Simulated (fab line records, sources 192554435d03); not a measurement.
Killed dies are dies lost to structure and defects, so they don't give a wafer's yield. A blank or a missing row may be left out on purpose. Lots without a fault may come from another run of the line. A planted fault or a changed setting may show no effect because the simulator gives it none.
Split-lot experiment | flow n5_finfet | 7 lots, 21 wafers read, on a route of 1938 steps

THE SPLIT
At N5_BEOL_M8_COAT_05 (resist thk 90 nm), the setting spin_rpm was moved away from the recipe's 1500 rpm on 5 of the 21 wafers read, by -10.4% to -4.3%. The other wafers ran this setting at the recipe's value.

The reading is taken at the split's own step.

THE READING
CAR-ArF_of_BEOL_M8_COAT_05.thk_nm (the simulator's own value, which no gauge read), in nm, at N5_BEOL_M8_COAT_05 (resist thk 90 nm). The file gives no usual value for it. The 16 wafers here that ran the recipe average 90.1 nm, standard deviation 0.24 nm.

wafer  | tool, chamber at the split | spin_rpm as run, rpm | against the recipe | CAR-ArF_of_BEOL_M8_COAT_05.thk_nm, nm | against lot-mates on the recipe
L077.3 | litho_track-01, 0          | 1344                 | -10.4%             | 95.2                                  | +5.4
L077.6 | litho_track-01, 0          | 1344                 | -10.4%             | 95.2                                  | +5.4
L077.5 | litho_track-01, 0          | 1500                 | recipe             | 89.8                                  | -
L079.4 | litho_track-01, 0          | 1500                 | recipe             | 89.8                                  | -
L079.5 | litho_track-01, 0          | 1500                 | recipe             | 90                                    | -
L079.6 | litho_track-01, 0          | 1500                 | recipe             | 90                                    | -
L080.4 | litho_track-03, 0          | 1500                 | recipe             | 90.4                                  | -
L080.5 | litho_track-03, 0          | 1500                 | recipe             | 90                                    | -
L080.6 | litho_track-03, 0          | 1500                 | recipe             | 90                                    | -
L084.2 | litho_track-03, 0          | 1353                 | -9.8%              | 95                                    | +4.7
L084.3 | litho_track-03, 0          | 1500                 | recipe             | 90.4                                  | -
L084.6 | litho_track-03, 0          | 1500                 | recipe             | 90.2                                  | -
L087.1 | litho_track-03, 0          | 1500                 | recipe             | 90.6                                  | -
L087.3 | litho_track-03, 0          | 1436                 | -4.3%              | 92.4                                  | +1.8
L087.6 | litho_track-03, 0          | 1436                 | -4.3%              | 92.4                                  | +1.8
L085.2 | litho_track-03, 0          | 1500                 | recipe             | 90.4                                  | -
L085.5 | litho_track-03, 0          | 1500                 | recipe             | 90.4                                  | -
L085.3 | litho_track-03, 0          | 1500                 | recipe             | 90.2                                  | -
L097.1 | litho_track-01, 0          | 1500                 | recipe             | 89.8                                  | -
L097.3 | litho_track-01, 0          | 1500                 | recipe             | 90.2                                  | -
L097.5 | litho_track-01, 0          | 1500                 | recipe             | 90                                    | -

THE FIT
A straight line over all 21 wafers: CAR-ArF_of_BEOL_M8_COAT_05.thk_nm changes by -0.493 nm for each +1% of spin_rpm; r = -0.99; the points scatter about the line by 0.23 nm.
The same after taking each lot's own level away (the mean of its wafers on the recipe; 21 wafers): -0.501 nm for each +1%; r = -1.00; scatter 0.18 nm.
On that fit, the largest move of spin_rpm shifts the reading by 5.2 nm.
The lots' own levels span 89.80 to 90.60 nm, that is 3.3 times the standard deviation above.
So the lot-to-lot level changes the slope little: the two slopes agree.
Check: with one of the wafers moved furthest among these (-10.4%) left out of the fit, the line predicts +5.09 nm for it against its lot-mates. It came out at +5.4 nm against them.

OTHER SPLITS ON THESE WAFERS
These wafers also went through other splits before the reading. Each is held against what the fit with the lots' levels taken away leaves over:
other split on the same wafers   | wafers away from the commonest value | r with CAR-ArF_of_BEOL_M8_COAT_05.thk_nm (lot level and that fit taken away)
N5_BEOL_M4_COAT_67 spin_rpm      | 9                                    | -0.02
N5_BEOL_M4_VIA_ETCH_34 source_w  | 10                                   | -0.06
N5_BEOL_M4_TRENCH_ETCH_37 bias_w | 7                                    | +0.36
N5_BEOL_M5_COAT_22 spin_rpm      | 8                                    | +0.43
N5_BEOL_M5_EXPOSE_25 dose_mj     | 5                                    | -0.02
N5_BEOL_M6_DESCUM_33 time_s      | 7                                    | -0.18
N5_BEOL_M7_EXPOSE_25 dose_mj     | 7                                    | +0.18
N5_BEOL_M7_DEP_56 time_s         | 6                                    | -0.44

THE FILE'S OWN FIT
CAR-ArF_of_BEOL_M8_COAT_05.thk_nm changes by -0.494 nm for each +1% of spin_rpm, r = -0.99.
